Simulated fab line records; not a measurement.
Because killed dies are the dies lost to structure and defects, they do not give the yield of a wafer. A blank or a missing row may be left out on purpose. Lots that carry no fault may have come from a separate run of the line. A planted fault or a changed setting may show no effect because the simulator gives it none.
2 desks, one fault | flow nand harc | what lay behind the numbers comes last; until then each desk has only its own

AT THE TOOL OWNER'S DESK: rie diel-03
The tool's own readings at NHARC_P_M2_ETCH_35 (etches the open film in N2/H2, target depth 40 nm, overetch 12 nm, time 43.94 s): means of the sampled wafers that have a number, for each lot that ran on this tool. Any lot whose mean is over 4 standard deviations away from the usual mean is out of limits and marked OUT; that distance is given in the brackets.
Columns: A = drypump motor current A at NHARC_P_M2_ETCH_35, usual 5.6 A; B = mfc ar sccm at NHARC_P_M2_ETCH_35, usual 0.005 sccm; C = oes product au at NHARC_P_M2_ETCH_35, usual 1.000 a.u.; D = rf vpp V at NHARC_P_M2_ETCH_35, usual 430.8 V; E = run length s at NHARC_P_M2_ETCH_35, usual 65.3 s; F = showerhead plenum p Torr at NHARC_P_M2_ETCH_35, usual 2.05 Torr; G = throttle valve pct at NHARC_P_M2_ETCH_35, usual 14.172 %
lot  | first seen here | A   | B     | C     | D     | E              | F    | G
L639 | day 8 12:20     | 5.1 | 0.014 | 1.000 | 431.2 | 65.0           | 2.08 | 14.171
L642 | day 9 18:29     | 5.2 | 0.017 | 1.003 | 432.3 | 55.7 (-30) OUT | 2.11 | 14.176
This desk's verdict: out of limits on L642, starting with L642 at day 9 18:29 (run length s at NHARC_P_M2_ETCH_35). L639: within limits.

AT THE METROLOGY DESK
What the gauges read, lot by lot, whatever tool the lot ran on: means of the sampled wafers that have a number. Any lot whose mean is over 4 standard deviations away from the usual mean is out of limits and marked OUT; that distance is given in the brackets.
Columns: A = overlay x nm at NHARC_P_M2_OVL_MEAS_10, usual 0.2 nm; B = overlay y nm at NHARC_P_M2_OVL_MEAS_10, usual 0.1 nm
lot  | first seen here | A    | B
L636 | day 7 10:08     | 0.4  | 0.7
L637 | day 7 17:40     | 1.2  | -1.0
L639 | day 8 12:09     | 0.3  | -1.3
L642 | day 9 18:17     | 1.2  | 1.3
L645 | day 11 03:17    | -0.3 | 0.6
L647 | day 11 14:30    | -0.4 | 1.8
L649 | day 12 10:19    | 0.3  | -0.5
L650 | day 13 02:25    | -0.4 | -0.2
L651 | day 13 10:27    | -0.8 | -0.4
L652 | day 14 03:19    | 1.0  | 0.0
L653 | day 14 04:08    | 0.5  | -1.5
L655 | day 15 06:56    | 0.3  | 0.1
Result from this desk: across the 12 lots, nothing is out of limits.

PUT TOGETHER
The tool owner's desk had the chance to raise an alarm at day 9 18:29 on L642.
Metrology desk: nothing out of limits seen.
The metrology desk holds a record of L642, inside its limits.
All the named lots went through NHARC_P_M2_ETCH_35 on rie diel-03.

WHAT WAS PUT IN BY THE SIMULATOR
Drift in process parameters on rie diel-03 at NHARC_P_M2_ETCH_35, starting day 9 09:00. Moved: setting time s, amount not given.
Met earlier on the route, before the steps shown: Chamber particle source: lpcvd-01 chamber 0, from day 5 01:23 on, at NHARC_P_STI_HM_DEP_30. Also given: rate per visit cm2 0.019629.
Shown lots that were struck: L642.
Time in hours from fault onset to the first out-of-limits reading at each desk: the tool owner's desk, 9.
